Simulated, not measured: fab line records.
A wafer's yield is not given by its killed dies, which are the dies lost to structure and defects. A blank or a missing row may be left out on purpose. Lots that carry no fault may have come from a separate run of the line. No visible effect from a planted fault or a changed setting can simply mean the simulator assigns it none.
A lot that was struck, set against a sound lot / flow n5 finfet / 15 out of 1938 route steps
Sound: these wafers, L403.1, L403.2, L403.4. Struck: wafers L412.1, L412.6 (left out: L412.2, a lot-mate that was not struck); the cause follows at the end.
Each step with rows lists, per side, the tool, then ch with its chambers, then its first start. Under that, the readings that differ: sound wafers / struck wafers / difference of the means / sigmas: that difference in standard deviations of wafers without a fault.
alike: readings with means less than 2 such deviations apart, plus words and numbers identical on both sides. not compared: withheld readings, readings lacking a value on some wafer, bounds such as >300 that could conceal the same value, and numbers that have no deviation in the record and whose values overlap.
A row with sigmas, a row that says differs or no value, or rows on one side alone: a step with any of these is where the two part. Numbers that don't overlap but have no deviation are shown without sigmas and don't part them. A reading that every wafer of one side lacks parts them only if that side has two wafers or more.

N5_BEOL_M2_STRIP_36: strips in N2/H2.
  sound on rie diel-02 ch 0,1, day 6 17:01; struck on rie diel-02 ch 1,3, day 8 18:15
  alike: drypump motor current A, oes product au, rf vpp V, showerhead plenum p Torr, throttle valve pct
  not compared: rf hours counter h
then, 1 step without rows for these wafers: N5_BEOL_M2_TRENCH_ETCH_37 (etches SiOC in C4F6/O2, target depth 55.555 nm, time 29.2 s).
N5_BEOL_M2_ETCH_41: etches SiCN in CH3F/O2, target depth 29.9 nm, time 52.5 s.
  sound on rie diel-02 ch 0,1; struck on rie diel-02 ch 1,3
  alike: drypump motor current A, oes product au, rf vpp V, showerhead plenum p Torr, throttle valve pct
  not compared: rf hours counter h
then, 1 step without rows for these wafers: N5_BEOL_M2_STRIP_97 (strips in N2/H2, time 10 s).
N5_BEOL_M2_OCD_MEAS_38:
  struck on ocd-02, day 8 18:27; sound on ocd-02, day 6 17:13
  alike: trench depth nm
then, 4 steps without rows for these wafers: N5_BEOL_M2_HM_STRIP_39 (strips TiN in peroxide tin strip, target depth 25 nm, time 158 s); N5_BEOL_M2_SRD_40 (time 30 s); N5_BEOL_M2_PRECLEAN_42 (cleans in residue remover, time 60 s); N5_BEOL_M2_SRD_43 (time 30 s).
N5_BEOL_M2_CD_MEAS_35: target cd 18 nm, target cd y 22.2 nm.
  struck on cd sem-01, day 8 18:36; sound on cd sem-03, day 6 17:22
  alike: cd nm
N5_BEOL_M2_DEGAS_44: time 60 s.
  struck on pvd sputter-02, day 8 19:18; sound on pvd sputter-02, day 6 17:38
  alike: heater power w
N5_BEOL_M2_PRE_CLEAN_45: time 30 s.
  struck on pvd sputter-02, day 8 19:20; sound on pvd sputter-02, day 6 17:41
  alike: heater power w
N5_BEOL_M2_ALD_84: deposits TaN, pulse time 2 s, purge time 3 s, co reactant purge time 2 s.
  sound on ald metal-04 ch 1,2,3, day 6 17:46; struck on ald metal-03 ch 2, day 8 19:25
reading=ald cycles; sound=30 30 30; struck=28 28; difference=-2; sigmas=
  alike: heater power w
N5_BEOL_M2_SURFACE_TREAT_85:
  struck on pvd sputter-02, day 8 19:41; sound on pvd sputter-01, day 6 18:13
  not compared: throttle valve pct
N5_BEOL_M4_RC_MEAS_101:
  sound on prober-02 ch 0, day 7 15:40; struck on prober-01 ch 0, day 9 18:53
reading=DIBL_N (mV/V); sound=37.8 36.7 35.6; struck=32.9 33.6; difference=-3.5; sigmas=-2
  alike: DIBL_P, IOFF_N, IOFF_P, ION_N, ION_P, SS_N, SS_P, VT_N, VT_P

## WHERE THEY PART
At N5_BEOL_M4_RC_MEAS_101 and nowhere else, as far as this record goes.

WHY: what had been put in by the simulator
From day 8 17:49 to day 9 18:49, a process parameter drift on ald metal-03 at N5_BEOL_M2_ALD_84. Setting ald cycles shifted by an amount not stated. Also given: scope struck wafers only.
